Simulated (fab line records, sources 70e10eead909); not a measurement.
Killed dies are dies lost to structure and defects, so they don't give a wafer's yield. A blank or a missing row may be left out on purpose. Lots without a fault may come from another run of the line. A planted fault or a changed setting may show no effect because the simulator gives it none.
fab line records | flow nand_harc
record lots=24 wafers=72 last_day=24
route steps=1159 shown A_CHANNEL_FILL_D1@513 A_STAIRCASE@548
lots that met no fault: from a run of the same line without faults
start_h: hours from the record's first day to the start of the lot's first wafer shown | wait_h: hours since the lot's step before | " the same as in the row above | L1.1+2: a row that stands for several wafers | - no value, or no start given | * or withheld: withheld | < > ~ a bound
route shown NAME@n: a module of which the file shows steps, and the number in the route of the first | usual: mean/standard deviation of fault-free wafers | same: alike in all rows | chamber/n: place in a boat | sites: the reading at each site | _std_site: their standard deviation | _edge_site: outer sites' mean less inner sites' | radius_mm: how far each site lies from the wafer's centre | mask NAME#n: copy n | behind: the tool/chamber that last shaped the wafer | hold: why the lot was held/for how many hours/how that ended | device: the transistor (n, p or np) that didn't switch | end of line: the same wafers' tests at the end of the route | a step without rows: its recipe alone | killed: dies lost to structure and defects at the first sort, not the wafer's yield | map: a wafer's dies, x killed, . not, _ none there
set.NAME: the setting as run; set.NAME@STEP: as run at that earlier step | model.NAME: the simulator's own value behind a step, which no gauge read
steps of the route over a sample of lots; a table a step, a row a wafer
services: from which hour (start_h, from the record's first day; less than 0 if before it) a tool's chamber was out of use, for how many hours, and why
## steps
# step NHARC_A_CHANNEL_FILL_D1_CMP_10
# recipe target_thk_nm=150
# usual motor_current_A=12.1/1.2 time_to_endpoint_s=14.9/2.1
# columns lot.wafer tool chamber start_h wait_h motor_current_A time_to_endpoint_s
L076.2 cmp-03 2 244.91 0.4 14.0 18.0
L076.3 " 0 " " 14.1 12.4
L076.6 " 1 " " 12.3 16.1
L075.3 cmp-04 2 244.93 0.4 10.6 11.5
L075.2 " 3 " " 12.4 13.5
L075.5 " 1 " " 12.2 12.1
L074.4 cmp-03 0 248.54 0.4 14.1 12.9
L074.2 " 1 " " 11.6 16.5
L074.6 " 1 " " 12.1 14.8
L077.3 cmp-04 3 248.59 0.4 12.8 15.5
L077.2 " 0 " " 12.6 14.5
L077.5 " 2 " " 10.4 12.2
L078.3 cmp-04 1 252.08 0.4 12.0 14.4
L078.2 " 2 " " 11.0 14.6
L078.5 " 2 " " 10.3 15.2
L079.3 cmp-04 0 255.02 0.4 11.7 16.1
L079.4 " 3 " " 12.1 18.2
L079.5 " 1 " " 12.1 14.1
L080.2 cmp-01 3 255.03 0.4 13.4 15.3
L080.6 " 3 " " 14.3 12.0
L080.5 " 0 " " 10.2 11.4
L082.3 cmp-01 1 266.48 0.4 12.4 16.1
L082.2 " 0 " " 11.0 20.2
L082.6 " 1 " " 12.0 17.7
L081.2 cmp-03 3 268.65 0.4 12.8 16.1
L081.4 " 1 " " 12.1 15.2
L081.6 " 3 " " 12.4 15.7
L083.2 cmp-04 1 288.89 0.4 11.9 17.2
L083.1 " 3 " " 12.8 18.0
L083.3 " 0 " " 11.3 17.4
L085.2 cmp-01 3 295.57 0.4 14.5 15.3
L085.3 " 1 " " 12.3 17.1
L085.4 " 2 " " 11.6 13.6
L084.3 cmp-04 3 299.75 0.4 11.8 16.0
L084.4 " 0 " " 12.4 14.0
L084.5 " 2 " " 10.7 13.3
L086.1 cmp-01 2 304.90 0.4 11.8 13.5
L086.4 " 3 " " 14.0 15.6
L086.3 " 0 " " 10.2 16.7
L087.1 cmp-03 2 304.95 0.4 14.2 19.5
L087.3 " 3 " " 12.1 14.2
L087.6 " 0 " " 14.2 10.2
L088.2 cmp-04 2 310.41 0.4 10.9 16.1
L088.6 " 1 " " 10.9 17.1
L088.5 " 2 " " 10.5 16.8
L090.2 cmp-04 3 325.24 0.4 12.8 13.8
L090.5 " 1 " " 11.5 12.1
L090.6 " 2 " " 10.4 13.6
L089.1 cmp-01 3 325.24 0.4 14.8 14.4
L089.2 " 0 " " 10.8 14.7
L089.6 " 1 " " 11.9 15.7
L092.3 cmp-04 3 337.59 0.4 12.7 15.8
L092.2 " 1 " " 12.1 13.7
L092.6 " 3 " " 12.2 15.2
L091.3 cmp-01 0 337.61 0.4 11.1 13.9
L091.2 " 2 " " 12.4 11.3
L091.6 " 0 " " 10.8 12.8
L093.3 cmp-03 3 345.59 0.4 13.2 15.1
L093.2 " 2 " " 14.0 17.4
L093.5 " 3 " " 12.4 16.2
L094.4 cmp-04 1 345.61 0.4 11.9 15.3
L094.3 " 2 " " 10.9 13.7
L094.5 " 0 " " 11.8 15.3
L096.3 cmp-01 2 360.53 0.4 11.9 12.2
L096.6 " 2 " " 11.3 13.2
L096.5 " 3 " " 14.0 15.9
L095.2 cmp-04 3 365.11 0.4 12.3 15.4
L095.4 " 0 " " 12.3 14.1
L095.1 " 2 " " 10.8 13.1
L097.2 cmp-04 1 374.53 0.4 11.5 14.7
L097.5 " 0 " " 12.1 15.0
L097.6 " 1 " " 11.6 15.3
# step NHARC_A_STAIRCASE_TRIM_12
# recipe time_s=211.2 o2_flow_sccm=500 ar_flow_sccm=0 bias_w=0 chemistry=O2
# usual drypump_motor_current_A=5.5/0.41 o2_flow_sccm=500.2/1.5 oes_product_au=0.999/0.0096 rf_vpp_V=57.8/0.94 showerhead_plenum_p_Torr=3.56/0.17 throttle_valve_pct=17.038/0.0096
# columns lot.wafer tool chamber start_h wait_h drypump_motor_current_A o2_flow_sccm oes_product_au rf_hours_counter_h rf_vpp_V showerhead_plenum_p_Torr throttle_valve_pct
L076.3 rie_diel-03 0 248.48 0.1 5.5 499.3 0.980 6 56.9 3.49 17.026
L076.2 " 2 " " 4.7 503.6 0.989 8 58.9 3.66 17.030
L076.6 " 0 " " 5.5 498.6 0.984 - 58.5 3.49 17.032
L075.2 rie_diel-13 0 248.80 0.1 5.3 499.7 0.985 50 57.4 3.65 17.051
L075.3 " 3 " " 5.8 498.8 1.001 51 56.7 3.29 17.031
L075.5 " 1 " " 5.4 502.2 0.998 - 56.9 3.58 17.037
L077.3 rie_diel-06 2 252.07 0.1 5.5 499.3 1.002 0 58.0 3.81 17.046
L077.2 " 0 " " 5.7 497.3 0.989 0 57.2 3.37 17.051
L077.5 " 1 " " 5.0 500.8 0.998 - 58.8 3.44 17.036
L074.2 rie_diel-03 2 252.36 0.1 4.7 502.0 0.999 9 59.3 3.65 17.044
L074.4 " 3 " " 5.5 500.8 0.995 7 58.8 3.80 17.042
L074.6 " 3 " " 5.5 497.7 0.987 - 59.4 3.80 17.044
L078.2 rie_diel-03 1 256.64 0.2 6.3 500.8 1.023 13 58.1 3.61 17.029
L078.3 " 2 " " 4.7 497.4 0.998 12 59.2 3.65 17.025
L078.5 " 1 " " 6.3 499.3 1.020 - 58.0 3.61 17.035
L080.2 rie_diel-13 2 259.24 0.1 5.5 498.7 0.996 52 57.1 3.31 17.046
L080.5 " 1 " " 5.4 500.3 1.001 - 57.5 3.58 17.033
L080.6 " 2 " " 5.5 498.9 1.003 - 57.8 3.31 17.046
L079.3 rie_diel-03 2 259.47 0.1 4.7 500.6 0.997 15 58.1 3.65 17.033
L079.4 " 0 " " 5.5 500.9 0.989 12 57.7 3.48 17.047
L079.5 " 2 " " 4.7 500.5 1.001 - 57.3 3.65 17.037
L082.2 rie_diel-06 1 271.24 0.2 5.0 500.6 1.010 10 58.2 3.43 17.046
L082.3 " 2 " " 5.6 498.9 1.007 10 58.4 3.80 17.025
L082.6 " 1 " " 5.0 499.5 1.004 - 56.9 3.43 17.035
L081.4 rie_diel-13 3 272.16 0.1 5.8 499.3 1.018 62 56.9 3.28 17.019
L081.2 " 1 " " 5.4 500.0 0.994 54 58.1 3.57 17.015
L081.6 " 3 " " 5.8 499.1 1.014 - 56.0 3.28 17.022
L083.1 rie_diel-03 1 292.37 0.1 6.3 499.3 1.019 28 58.2 3.61 17.041
L083.2 " 2 " " 4.7 500.5 0.988 27 57.2 3.64 17.046
L083.3 " 3 " " 5.5 499.4 0.986 26 59.0 3.79 17.029
L085.3 rie_diel-13 0 300.11 0.1 5.4 500.7 0.994 4 58.1 3.64 17.043
L085.4 " 2 " " 5.5 500.4 0.999 2 56.7 3.31 17.032
L085.2 " 3 " " 5.8 499.8 1.003 5 60.4 3.81 17.033
L084.3 rie_diel-06 2 303.28 0.1 5.6 500.0 1.007 19 58.5 3.80 17.034
L084.4 " 3 " " 6.1 499.7 1.002 15 55.6 3.35 17.034
L084.5 " 2 " " 5.5 500.6 1.009 - 58.3 3.80 17.043
L087.3 rie_diel-03 2 308.69 0.1 4.7 499.5 0.999 32 58.6 3.64 17.033
L087.1 " 0 " " 5.5 498.5 0.989 31 57.2 3.47 17.044
L087.6 " 2 " " 4.7 500.2 0.995 - 58.6 3.64 17.044
L086.4 rie_diel-13 1 308.84 0.1 5.4 499.9 1.010 6 58.2 3.57 17.046
L086.1 " 2 " " 5.5 501.2 1.011 5 55.7 3.30 17.033
L086.3 " 3 " " 5.8 499.8 1.010 7 57.9 3.80 17.044
L088.2 rie_diel-13 3 313.99 0.1 5.8 500.3 0.998 10 59.0 3.80 17.048
L088.5 " 1 " " 5.4 498.3 0.999 - 58.5 3.57 17.024
L088.6 " 2 " " 5.5 500.9 0.996 - 57.6 3.30 17.021
L089.1 rie_diel-03 0 329.19 0.1 5.5 500.6 0.990 39 58.1 3.47 17.043
L089.2 " 2 " " 4.7 503.3 0.983 39 56.5 3.64 17.060
L089.6 " 3 " " 5.5 498.3 0.988 - 58.7 3.79 17.034
L090.2 rie_diel-13 3 329.49 0.1 5.8 498.1 0.983 14 58.1 3.80 17.033
L090.5 " 2 " " 5.5 501.3 0.989 - 57.6 3.30 17.041
L090.6 " 3 " " 5.8 499.1 0.998 - 58.9 3.80 17.036
L091.3 rie_diel-06 1 341.34 0.1 5.0 499.5 1.015 34 57.7 3.42 17.053
L091.2 " 2 " " 5.6 500.6 1.012 35 58.6 3.79 17.044
L091.6 " 1 " " 5.0 499.6 1.016 - 57.5 3.42 17.037
L092.2 rie_diel-13 3 341.69 0.1 5.8 501.7 1.006 19 57.2 3.80 17.053
L092.3 " 0 " " 5.4 500.5 0.994 17 56.9 3.63 17.035
L092.6 " 0 " " 5.4 503.4 1.010 - 57.2 3.63 17.038
L093.3 rie_diel-13 2 349.36 0.1 5.5 502.3 0.987 17 56.2 3.30 17.047
L093.2 " 0 " " 5.3 502.4 1.004 20 57.6 3.63 17.054
L093.5 " 2 " " 5.5 499.1 0.993 - 58.0 3.30 17.038
L094.4 rie_diel-03 0 349.69 0.1 5.5 498.6 0.991 46 58.6 3.47 17.051
L094.3 " 1 " " 6.3 500.2 1.006 49 57.0 3.59 17.047
L094.5 " 2 " " 4.7 498.2 1.003 - 58.9 3.63 17.036
L096.3 rie_diel-03 1 364.00 0.1 6.3 502.4 1.006 54 59.0 3.59 17.037
L096.6 " 0 " " 5.6 497.8 0.983 - 58.0 3.46 17.027
L096.5 " 1 " " 6.3 502.9 1.004 - 57.3 3.59 17.044
L095.2 rie_diel-13 0 368.94 0.2 5.3 502.0 0.998 26 57.0 3.62 17.026
L095.4 " 1 " " 5.4 498.3 1.012 27 57.1 3.56 17.038
L095.1 " 3 " " 5.8 498.2 1.005 28 58.0 3.79 17.020
L097.2 rie_diel-06 2 378.27 0.1 5.6 499.1 0.995 51 59.1 3.78 17.036
L097.6 " 2 " " 5.6 499.8 1.003 - 57.6 3.78 17.038
L097.5 " 3 " " 6.1 498.7 1.000 - 57.5 3.33 17.029
# step NHARC_A_STAIRCASE_ETCH_19
# recipe target_depth_a=1000 time_s=40.5 ion_energy_ev=400 c4f8_flow_sccm=20 o2_flow_sccm=10 ar_flow_sccm=withheld rf_w=600 bias_w=1000 chemistry=C4F8/O2
# usual oes_product_au=0.942/0.01 rf_vpp_V=897/6.3
# columns lot.wafer tool chamber start_h wait_h oes_product_au rf_hours_counter_h rf_vpp_V
L075.2 rie_diel-13 3 - - 0.949 51 886
L075.3 " 0 " " 0.941 50 901
L075.5 " 2 " " 0.947 - 887
L076.2 rie_diel-03 2 - - 0.942 8 901
L076.3 " 0 " " 0.939 7 894
L076.6 " 3 " " 0.938 - 906
L077.3 rie_diel-06 0 - - 0.943 1 890
L077.2 " 2 " " 0.951 1 905
L077.5 " 2 " " 0.953 - 906
L074.2 rie_diel-03 2 - - 0.924 10 899
L074.4 " 0 " " 0.930 9 894
L074.6 " 3 " " 0.924 - 907
L078.3 rie_diel-03 0 - - 0.933 11 895
L078.2 " 1 " " 0.950 14 899
L078.5 " 0 " " 0.918 - 894
L080.2 rie_diel-13 2 - - 0.947 52 888
L080.5 " 3 " " 0.956 - 887
L080.6 " 0 " " 0.947 - 899
L079.3 rie_diel-03 3 - - 0.950 12 906
L079.4 " 0 " " 0.932 13 894
L079.5 " 3 " " 0.944 - 907
L081.2 rie_diel-13 2 - - 0.932 59 889
L081.4 " 3 " " 0.947 62 886
L081.6 " 1 " " 0.942 - 899
L082.3 rie_diel-06 0 - - 0.932 12 890
L082.2 " 1 " " 0.944 12 892
L082.6 " 2 " " 0.945 - 906
L083.3 rie_diel-03 3 - - 0.925 27 906
L083.1 " 0 " " 0.918 28 894
L083.2 " 1 " " 0.951 29 899
L085.2 rie_diel-13 0 - - 0.952 4 901
L085.4 " 2 " " 0.958 3 887
L085.3 " 3 " " 0.954 5 907
L084.4 rie_diel-06 2 - - 0.941 19 905
L084.3 " 0 " " 0.922 23 891
L084.5 " 1 " " 0.943 - 893
L087.3 rie_diel-03 0 - - 0.924 33 895
L087.1 " 1 " " 0.959 33 900
L087.6 " 1 " " 0.960 - 897
L086.1 rie_diel-13 0 - - 0.949 6 899
L086.4 " 1 " " 0.944 6 898
L086.3 " 2 " " 0.938 5 888
L088.2 rie_diel-13 2 - - 0.937 8 887
L088.5 " 3 " " 0.942 - 906
L088.6 " 0 " " 0.957 - 900
L089.2 rie_diel-03 0 - - 0.941 40 895
L089.1 " 2 " " 0.947 39 898
L089.6 " 0 " " 0.928 - 894
L090.2 rie_diel-13 1 - - 0.941 13 897
L090.5 " 2 " " 0.939 - 890
L090.6 " 3 " " 0.954 - 907
L091.3 rie_diel-06 1 - - 0.951 34 892
L091.2 " 2 " " 0.937 35 905
L091.6 " 0 " " 0.950 - 891
L092.3 rie_diel-13 3 - - 0.933 19 906
L092.2 " 1 " " 0.934 17 897
L092.6 " 2 " " 0.938 - 888
L093.2 rie_diel-13 0 - - 0.949 20 899
L093.3 " 1 " " 0.948 20 897
L093.5 " 1 " " 0.948 - 896
L094.3 rie_diel-03 2 - - 0.944 48 899
L094.4 " 3 " " 0.934 45 906
L094.5 " 3 " " 0.931 - 905
L096.3 rie_diel-03 0 - - 0.943 51 895
L096.6 " 2 " " 0.942 - 901
L096.5 " 3 " " 0.924 - 903
L095.1 rie_diel-13 2 - - 0.934 24 887
L095.2 " 3 " " 0.939 28 905
L095.4 " 1 " " 0.947 27 898
L097.2 rie_diel-06 2 - - 0.945 52 903
L097.6 " 0 " " 0.948 - 889
L097.5 " 1 " " 0.950 - 892
# step NHARC_A_STAIRCASE_TRIM_187
# recipe time_s=211.2 o2_flow_sccm=500 ar_flow_sccm=0 bias_w=0 chemistry=O2
# usual drypump_motor_current_A=5.5/0.41 o2_flow_sccm=500.0/1.4 oes_product_au=0.997/0.0099 rf_vpp_V=57.9/0.94 showerhead_plenum_p_Torr=3.57/0.17 throttle_valve_pct=17.036/0.0088
# columns lot.wafer tool chamber start_h wait_h drypump_motor_current_A o2_flow_sccm oes_product_au rf_hours_counter_h rf_vpp_V showerhead_plenum_p_Torr throttle_valve_pct
L075.2 rie_diel-03 3 252.56 0.1 5.5 499.3 0.992 7 58.7 3.80 17.035
L075.3 " 0 " " 5.5 499.5 0.986 8 57.4 3.49 17.045
L075.5 " 2 " " 4.7 500.9 0.984 - 57.4 3.65 17.058
L076.3 rie_diel-03 1 252.82 0.1 6.3 497.3 1.001 10 57.1 3.62 17.030
L076.2 " 2 " " 4.7 499.7 0.984 9 57.8 3.65 17.030
L076.6 " 2 " " 4.7 499.2 0.993 - 57.7 3.65 17.031
L077.3 rie_diel-03 1 256.71 0.2 6.3 500.3 1.011 13 58.8 3.61 17.035
L077.2 " 2 " " 4.7 497.5 0.994 12 56.6 3.65 17.038
L077.5 " 1 " " 6.3 500.1 1.005 - 58.4 3.61 17.031
L074.2 rie_diel-03 2 256.80 0.2 4.7 501.5 0.992 13 58.7 3.65 17.039
L074.4 " 0 " " 5.5 501.7 0.982 10 56.8 3.49 17.025
L074.6 " 2 " " 4.7 499.9 0.996 - 57.6 3.65 17.035
L078.2 rie_diel-06 3 261.32 0.1 6.1 501.0 1.015 4 57.6 3.36 17.031
L078.3 " 1 " " 5.0 498.6 1.002 5 57.8 3.44 17.032
L078.5 " 2 " " 5.6 502.2 1.009 - 58.2 3.81 17.038
L080.2 rie_diel-03 3 263.03 0.1 5.5 497.9 1.000 13 58.6 3.80 17.044
L080.6 " 3 " " 5.5 501.6 0.981 - 58.3 3.80 17.037
L080.5 " 0 " " 5.5 500.0 0.986 - 58.0 3.48 17.024
L079.4 rie_diel-06 3 263.32 0.1 6.1 502.2 0.988 5 56.8 3.35 17.036
L079.3 " 2 " " 5.6 501.3 1.003 5 59.7 3.81 17.037
L079.5 " 0 " " 5.7 497.6 0.983 - 58.6 3.36 17.043
L081.4 rie_diel-06 0 276.15 0.5 5.7 499.1 0.983 14 58.0 3.36 17.036
L081.2 " 1 " " 5.0 499.9 1.002 13 57.5 3.43 17.021
L081.6 " 3 " " 6.1 502.2 1.002 - 56.5 3.35 17.032
L082.3 rie_diel-03 2 276.31 0.1 4.7 500.8 0.987 21 58.3 3.65 17.033
L082.2 " 0 " " 5.6 499.6 0.978 21 57.8 3.48 17.045
L082.6 " 2 " " 4.7 499.1 0.981 - 57.7 3.65 17.028
L083.1 rie_diel-13 0 296.63 0.1 5.4 500.9 1.000 2 59.4 3.64 17.021
L083.2 " 1 " " 5.4 498.7 1.008 2 57.9 3.57 17.032
L083.3 " 3 " " 5.8 501.5 1.005 3 59.3 3.81 17.046
L085.4 rie_diel-06 0 303.93 0.1 5.7 498.1 0.978 22 58.1 3.35 17.047
L085.3 " 1 " " 5.0 499.2 1.003 21 57.8 3.43 17.034
L085.2 " 3 " " 6.1 499.3 0.995 16 57.9 3.35 17.043
L084.3 rie_diel-03 0 307.02 0.1 5.5 500.5 0.992 31 58.7 3.47 17.040
L084.4 " 3 " " 5.5 501.8 0.984 30 58.5 3.79 17.046
L084.5 " 0 " " 5.5 499.5 1.001 - 57.4 3.47 17.041
L087.3 rie_diel-06 3 313.54 0.1 6.1 501.5 0.989 20 58.3 3.35 17.033
L087.1 " 2 " " 5.6 500.5 1.009 23 57.5 3.79 17.053
L087.6 " 3 " " 6.1 501.6 0.990 - 58.6 3.35 17.049
L086.4 rie_diel-13 0 313.55 0.1 5.4 500.9 1.004 8 57.0 3.63 17.045
L086.3 " 1 " " 5.4 497.3 1.001 8 59.3 3.57 17.036
L086.1 " 3 " " 5.8 499.1 0.998 9 57.0 3.80 17.021
L088.2 rie_diel-06 0 317.78 0.1 5.7 500.4 1.002 28 57.2 3.35 17.042
L088.6 " 0 " " 5.7 499.8 0.981 - 56.9 3.35 17.026
L088.5 " 1 " " 5.0 501.5 1.001 - 57.3 3.43 17.023
L089.1 rie_diel-13 0 333.15 0.1 5.3 503.0 1.004 15 59.6 3.63 17.025
L089.2 " 1 " " 5.4 499.5 1.003 15 58.2 3.56 17.040
L089.6 " 2 " " 5.5 500.0 1.008 - 57.2 3.30 17.023
L090.2 rie_diel-13 2 334.60 0.1 5.5 500.9 0.987 12 56.9 3.30 17.037
L090.6 " 0 " " 5.3 498.0 0.999 - 57.4 3.63 17.036
L090.5 " 1 " " 5.4 498.7 0.996 - 57.2 3.56 17.025
L091.3 rie_diel-13 2 345.16 0.1 5.5 498.9 0.995 15 56.7 3.30 17.036
L091.2 " 3 " " 5.8 501.7 1.000 20 56.9 3.80 17.040
L091.6 " 0 " " 5.4 502.2 0.996 - 57.9 3.63 17.033
L092.2 rie_diel-13 1 345.61 0.1 5.4 499.2 0.995 18 57.8 3.56 17.046
L092.3 " 2 " " 5.5 500.2 0.993 16 57.0 3.30 17.037
L092.6 " 3 " " 5.8 501.9 0.997 - 58.9 3.80 17.042
L093.3 rie_diel-13 3 353.22 0.1 5.8 499.3 0.997 23 57.1 3.79 17.039
L093.2 " 1 " " 5.4 497.5 1.000 21 58.7 3.56 17.037
L093.5 " 2 " " 5.5 499.4 1.002 - 55.5 3.30 17.049
L094.3 rie_diel-06 0 353.71 0.2 5.7 497.6 0.997 43 55.8 3.34 17.047
L094.4 " 1 " " 5.0 496.4 1.005 40 57.7 3.42 17.039
L094.5 " 3 " " 6.1 497.0 1.010 - 57.5 3.34 17.041
L096.3 rie_diel-03 3 367.93 0.2 5.5 501.6 0.974 51 57.6 3.78 17.036
L096.5 " 0 " " 5.5 500.8 0.985 - 57.0 3.46 17.035
L096.6 " 1 " " 6.3 499.0 1.000 - 57.0 3.59 17.037
L095.4 rie_diel-13 3 372.54 0.1 5.8 499.9 1.005 29 59.4 3.79 17.038
L095.1 " 0 " " 5.4 499.5 0.993 27 57.6 3.62 17.036
L095.2 " 2 " " 5.5 501.7 1.003 25 57.2 3.29 17.019
L097.2 rie_diel-13 2 382.34 0.1 5.5 501.7 1.005 28 57.1 3.29 17.042
L097.5 " 0 " " 5.3 501.1 1.001 - 57.8 3.62 17.043
L097.6 " 1 " " 5.4 500.5 1.012 - 57.4 3.55 17.047
# step NHARC_A_STAIRCASE_ETCH_194
# recipe target_depth_a=1000 time_s=40.5 ion_energy_ev=400 c4f8_flow_sccm=20 o2_flow_sccm=10 ar_flow_sccm=withheld rf_w=600 bias_w=1000 chemistry=C4F8/O2
# usual oes_product_au=0.940/0.012 rf_vpp_V=898/6.4
# columns lot.wafer tool chamber start_h wait_h oes_product_au rf_hours_counter_h rf_vpp_V
L075.2 rie_diel-03 1 - - 0.944 10 899
L075.3 " 3 " " 0.934 8 906
L075.5 " 1 " " 0.949 - 898
L076.3 rie_diel-03 1 - - 0.942 11 899
L076.2 " 2 " " 0.921 10 900
L076.6 " 3 " " 0.930 - 905
L077.3 rie_diel-03 0 - - 0.925 11 894
L077.2 " 1 " " 0.946 14 899
L077.5 " 3 " " 0.923 - 907
L074.2 rie_diel-03 2 - - 0.942 14 901
L074.4 " 0 " " 0.925 11 895
L074.6 " 3 " " 0.925 - 906
L078.2 rie_diel-06 0 - - 0.933 5 891
L078.3 " 3 " " 0.941 4 888
L078.5 " 1 " " 0.954 - 893
L080.2 rie_diel-03 3 - - 0.933 14 908
L080.6 " 1 " " 0.967 - 898
L080.5 " 2 " " 0.941 - 902
L079.3 rie_diel-06 2 - - 0.941 5 904
L079.4 " 1 " " 0.938 - 894
L079.5 " 0 " " 0.927 - 889
L081.2 rie_diel-06 1 - - 0.946 13 892
L081.4 " 2 " " 0.950 12 905
L081.6 " 1 " " 0.940 - 892
L082.2 rie_diel-03 2 - - 0.927 21 900
L082.3 " 0 " " 0.916 21 894
L082.6 " 2 " " 0.927 - 901
L083.2 rie_diel-13 0 - - 0.939 3 902
L083.3 " 1 " " 0.934 3 897
L083.1 " 3 " " 0.937 4 906
L085.3 rie_diel-06 3 - - 0.939 16 889
L085.2 " 0 " " 0.937 23 890
L085.4 " 1 " " 0.956 21 893
L084.4 rie_diel-03 2 - - 0.948 32 899
L084.3 " 3 " " 0.927 31 906
L084.5 " 2 " " 0.952 - 900
L086.3 rie_diel-13 3 - - 0.921 10 905
L086.4 " 0 " " 0.946 8 900
L086.1 " 1 " " 0.953 8 897
L087.1 rie_diel-06 3 - - 0.934 21 891
L087.3 " 0 " " 0.931 27 890
L087.6 " 3 " " 0.942 - 888
L088.2 rie_diel-06 2 - - 0.937 26 906
L088.5 " 1 " " 0.941 - 892
L088.6 " 2 " " 0.936 - 905
L089.1 rie_diel-13 2 - - 0.935 12 888
L089.2 " 0 " " 0.932 16 899
L089.6 " 1 " " 0.946 - 898
L090.2 rie_diel-13 3 - - 0.926 18 907
L090.5 " 3 " " 0.928 - 906
L090.6 " 0 " " 0.945 - 899
L091.3 rie_diel-13 1 - - 0.949 18 899
L091.2 " 2 " " 0.942 16 889
L091.6 " 3 " " 0.927 - 905
L092.2 rie_diel-13 3 - - 0.964 21 906
L092.3 " 0 " " 0.962 19 900
L092.6 " 2 " " 0.944 - 888
L093.2 rie_diel-13 0 - - 0.936 22 899
L093.3 " 1 " " 0.952 21 896
L093.5 " 3 " " 0.943 - 906
L094.4 rie_diel-06 1 - - 0.956 41 892
L094.3 " 3 " " 0.940 40 887
L094.5 " 2 " " 0.939 - 906
L096.3 rie_diel-03 0 - - 0.935 52 893
L096.6 " 3 " " 0.924 - 905
L096.5 " 0 " " 0.929 - 893
L095.1 rie_diel-13 3 - - 0.947 30 905
L095.4 " 1 " " 0.938 29 898
L095.2 " 2 " " 0.932 26 888
L097.2 rie_diel-13 0 - - 0.951 33 900
L097.5 " 1 " " 0.948 - 897
L097.6 " 2 " " 0.933 - 887
# step NHARC_A_STAIRCASE_ETCH_199
# recipe target_depth_a=1000 time_s=40.5 ion_energy_ev=400 c4f8_flow_sccm=20 o2_flow_sccm=10 ar_flow_sccm=withheld rf_w=600 bias_w=1000 chemistry=C4F8/O2
# usual oes_product_au=0.942/0.014 rf_vpp_V=896/6.4
# columns lot.wafer tool chamber start_h wait_h oes_product_au rf_hours_counter_h rf_vpp_V
L075.2 rie_diel-03 2 - - 0.930 10 899
L075.3 " 3 " " 0.935 9 906
L075.5 " 2 " " 0.933 - 902
L076.3 rie_diel-13 0 - - 0.939 52 898
L076.2 " 3 " " 0.946 53 888
L076.6 " 0 " " 0.939 - 901
L077.3 rie_diel-13 3 - - 0.944 54 887
L077.2 " 2 " " 0.942 51 886
L077.5 " 3 " " 0.948 - 888
L074.4 rie_diel-06 0 - - 0.928 4 889
L074.2 " 2 " " 0.942 3 907
L074.6 " 3 " " 0.937 - 890
L078.3 rie_diel-06 1 - - 0.952 5 893
L078.2 " 0 " " 0.947 6 889
L078.5 " 1 " " 0.949 - 891
L080.2 rie_diel-03 0 - - 0.934 14 894
L080.6 " 3 " " 0.948 - 906
L080.5 " 0 " " 0.941 - 895
L079.3 rie_diel-13 2 - - 0.946 54 888
L079.4 " 0 " " 0.946 57 900
L079.5 " 1 " " 0.938 - 899
L081.2 rie_diel-06 0 - - 0.926 14 891
L081.4 " 1 " " 0.937 14 891
L081.6 " 3 " " 0.918 - 889
L082.3 rie_diel-03 1 - - 0.931 23 900
L082.2 " 0 " " 0.913 21 895
L082.6 " 2 " " 0.920 - 901
L083.3 rie_diel-06 3 - - 0.921 15 889
L083.1 " 0 " " 0.920 21 891
L083.2 " 1 " " 0.948 20 892
L085.2 rie_diel-03 0 - - 0.930 31 894
L085.4 " 1 " " 0.953 31 898
L085.3 " 2 " " 0.933 31 900
L084.4 rie_diel-13 1 - - 0.946 6 897
L084.3 " 2 " " 0.942 4 887
L084.5 " 1 " " 0.946 - 898
L086.3 rie_diel-06 2 - - 0.965 24 904
L086.4 " 3 " " 0.943 21 891
L086.1 " 0 " " 0.932 27 891
L087.1 rie_diel-03 0 - - 0.936 36 894
L087.3 " 2 " " 0.939 35 900
L087.6 " 1 " " 0.961 - 898
L088.2 rie_diel-06 2 - - 0.955 26 905
L088.5 " 0 " " 0.934 - 890
L088.6 " 1 " " 0.961 - 891
L089.2 rie_diel-06 2 - - 0.962 32 904
L089.1 " 0 " " 0.929 35 889
L089.6 " 3 " " 0.947 - 890
L090.2 rie_diel-06 1 - - 0.980 32 893
L090.6 " 2 " " 0.954 - 905
L090.5 " 3 " " 0.950 - 889
L091.2 rie_diel-03 1 - - 0.962 49 898
L091.3 " 2 " " 0.958 47 899
L091.6 " 2 " " 0.960 - 899
L092.3 rie_diel-13 3 - - 0.922 21 905
L092.2 " 0 " " 0.941 20 899
L092.6 " 1 " " 0.940 - 900
L093.3 rie_diel-13 1 - - 0.950 21 896
L093.2 " 0 " " 0.942 22 900
L093.5 " 2 " " 0.942 - 888
L094.3 rie_diel-06 0 - - 0.917 44 889
L094.4 " 2 " " 0.948 42 904
L094.5 " 0 " " 0.922 - 888
L096.3 rie_diel-06 1 - - 0.951 46 892
L096.5 " 1 " " 0.962 - 892
L096.6 " 2 " " 0.962 - 906
L095.4 rie_diel-06 2 - - 0.929 49 905
L095.2 " 3 " " 0.929 46 890
L095.1 " 1 " " 0.936 47 893
L097.2 rie_diel-06 0 - - 0.945 52 888
L097.6 " 2 " " 0.970 - 906
L097.5 " 3 " " 0.954 - 889
## services
# columns tool chamber start_h hours kind
cmp-03 - 221.04 2.5 repair
cmp-04 - 228.49 3.0 repair
rie_diel-13 0 230.89 - clean
rie_diel-13 1 230.89 - clean
rie_diel-13 2 230.89 - clean
rie_diel-13 3 230.89 - clean
rie_diel-06 - 241.51 9.0 pm
cmp-04 - 253.29 0.8 repair
cmp-03 - 254.00 4.0 pm
rie_diel-13 0 255.39 - clean
rie_diel-13 1 255.39 - clean
cmp-01 - 261.61 3.4 repair
rie_diel-06 3 263.77 7.5 repair
rie_diel-13 - 270.66 0.1 repair
cmp-01 - 277.50 4.0 pm
rie_diel-06 2 288.44 2.8 repair
rie_diel-13 2 288.70 9.7 repair
cmp-04 - 301.00 4.0 pm
rie_diel-13 2 316.71 5.8 repair
rie_diel-13 - 339.31 0.8 repair
cmp-03 - 352.00 4.0 pm
rie_diel-03 1 370.70 3.7 repair
rie_diel-03 2 373.90 5.3 repair
cmp-01 - 375.50 4.0 pm
## key
fault none
